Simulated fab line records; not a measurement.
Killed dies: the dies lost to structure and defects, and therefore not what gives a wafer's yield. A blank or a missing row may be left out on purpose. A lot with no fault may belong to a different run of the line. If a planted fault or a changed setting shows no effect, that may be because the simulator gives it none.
Split-lot experiment | flow n5-finfet | 7 lots, 39 wafers read, on a route of 1938 steps

## ABOUT THE SPLIT
At N5_BEOL_M8_ILD_DEP_00 (deposits SiCOH lowk from DEMS/porogen, target thk 179.75 nm, time 33.4 s), the setting time-s was moved away from the recipe's 33.4 s on 15 of the 39 wafers read, by -44.3% to +46.0%. This setting was run at the recipe's value on the other wafers.

## THE PATH FROM SPLIT TO READING: the file shows 1 step between them
- N5_BEOL_M8_CURE_74: cures SiCOH lowk, time 240 s

## THE READING
At N5_BEOL_M8_THK_MEAS_01: M8_ILD_THK, given in nm. Fault-free wafers of this fab line usually give 155.5 nm, standard deviation 2.4 nm.

wafer  | tool, chamber at the split | time-s as run, s | against the recipe | M8_ILD_THK, nm | against lot-mates on the recipe
L081.1 | pecvd-01, 2                | 33.4             | recipe             | 155.6          | -
L081.2 | pecvd-01, 1                | 33.4             | recipe             | 153.2          | -
L081.3 | pecvd-01, 0                | 18.61            | -44.3%             | 84.5           | -70.9
L081.4 | pecvd-01, 1                | 18.61            | -44.3%             | 89.2           | -66.2
L081.5 | pecvd-01, 2                | 33.4             | recipe             | 157.4          | -
L081.6 | pecvd-01, 0                | 18.61            | -44.3%             | 86.5           | -68.9
L078.1 | pecvd-02, 2                | 38.71            | +15.9%             | 177.2          | +21.7
L078.2 | pecvd-02, 1                | 33.4             | recipe             | 154.8          | -
L078.3 | pecvd-02, 0                | 33.4             | recipe             | 155.7          | -
L078.4 | pecvd-02, 2                | 33.4             | recipe             | 156.0          | -
L078.5 | pecvd-02, 0                | 38.71            | +15.9%             | 185.1          | +29.6
L078.6 | pecvd-02, 1                | 38.71            | +15.9%             | 182.8          | +27.3
L089.1 | pecvd-01, 1                | 33.4             | recipe             | 154.2          | -
L089.2 | pecvd-01, 0                | 47.09            | +41.0%             | 216.0          | +59.4
L089.3 | pecvd-01, 2                | 47.09            | +41.0%             | 219.9          | +63.3
L089.4 | pecvd-01, 0                | 47.09            | +41.0%             | 217.9          | +61.3
L089.5 | pecvd-01, 1                | 33.4             | recipe             | 156.6          | -
L089.6 | pecvd-01, 2                | 33.4             | recipe             | 159.0          | -
L090.1 | pecvd-01, 0                | 33.4             | recipe             | 150.7          | -
L090.2 | pecvd-01, 2                | 33.4             | recipe             | 154.9          | -
L090.3 | pecvd-01, 1                | 33.4             | recipe             | 150.1          | -
L090.4 | pecvd-01, 0                | 33.4             | recipe             | 153.1          | -
L090.5 | pecvd-01, 2                | 33.4             | recipe             | 158.0          | -
L090.6 | pecvd-01, 1                | 33.4             | recipe             | 153.4          | -
L088.3 | pecvd-04, 0                | 33.4             | recipe             | 157.1          | -
L088.5 | pecvd-04, 2                | 33.4             | recipe             | 155.6          | -
L088.6 | pecvd-04, 0                | 33.4             | recipe             | 158.2          | -
L096.1 | pecvd-02, 1                | 33.4             | recipe             | 154.0          | -
L096.2 | pecvd-02, 2                | 21.61            | -35.3%             | 101.2          | -54.5
L096.3 | pecvd-02, 0                | 21.61            | -35.3%             | 102.6          | -53.1
L096.4 | pecvd-02, 0                | 33.4             | recipe             | 157.6          | -
L096.5 | pecvd-02, 2                | 21.61            | -35.3%             | 102.9          | -52.8
L096.6 | pecvd-02, 1                | 33.4             | recipe             | 155.6          | -
L097.1 | pecvd-01, 0                | 33.4             | recipe             | 151.6          | -
L097.2 | pecvd-01, 2                | 33.4             | recipe             | 154.4          | -
L097.3 | pecvd-01, 1                | 48.78            | +46.0%             | 221.0          | +66.9
L097.4 | pecvd-01, 1                | 48.78            | +46.0%             | 226.5          | +72.4
L097.5 | pecvd-01, 0                | 48.78            | +46.0%             | 225.7          | +71.6
L097.6 | pecvd-01, 2                | 33.4             | recipe             | 156.2          | -

FIT RESULTS
A straight line over all 39 wafers: M8_ILD_THK changes by +1.53 nm for each +1% of time-s; r = +1.00; the points scatter about the line by 2.4 nm.
The same after taking each lot's own level away (the mean of its wafers on the recipe; 39 wafers): +1.53 nm for each +1%; r = +1.00; scatter 2.2 nm.
On that fit, the largest move of time-s shifts the reading by 70 nm.
Across the lots, their own levels run from 153.37 to 156.97 nm, a range of 1.5 times the standard deviation given above.
The two slopes are in agreement: the lot-to-lot level therefore moves the slope only a little.
Check: +70.8 nm against its lot-mates is what the line predicts for one of the wafers moved furthest among these (+46.0%) when that wafer is left out of the fit. Against them it came out at +66.9 nm.

## ADDITIONAL SPLITS CARRIED BY THESE WAFERS
Note: prior to the reading, these wafers also went through further splits. Each is held against what the fit with the lots' levels taken away leaves over:
other split on the same wafers | wafers away from the commonest value | r with M8_ILD_THK (lot level and that fit taken away)
N5_BEOL_M6_ETCH_62 time-s      | 9                                    | +0.17

## THE WHOLE CHAIN: every reading that the file lists as answering this split, in the file's order
step                   | what it does                                                             | reading                                                                                  | change (the file's fit)              | r (the file's)
N5_BEOL_M8_ILD_DEP_00  | deposits SiCOH lowk from DEMS/porogen, target thk 179.75 nm, time 33.4 s | SiCOH_lowk_of_BEOL_M8_ILD_DEP_00.thk-nm (the simulator's own value, which no gauge read) | +1.75 nm for each +1% of the setting | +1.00
N5_BEOL_M8_CURE_74     | cures SiCOH lowk, time 240 s                                             | SiCOH_lowk_of_BEOL_M8_ILD_DEP_00.thk-nm (the simulator's own value, which no gauge read) | +1.53 nm for each +1% of the setting | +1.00
N5_BEOL_M8_THK_MEAS_01 |                                                                          | M8_ILD_THK                                                                               | +1.53 for each +1% of the setting    | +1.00

## FILE'S OWN FIT
M8_ILD_THK changes by +1.53 nm for each +1% of time-s, r = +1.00.
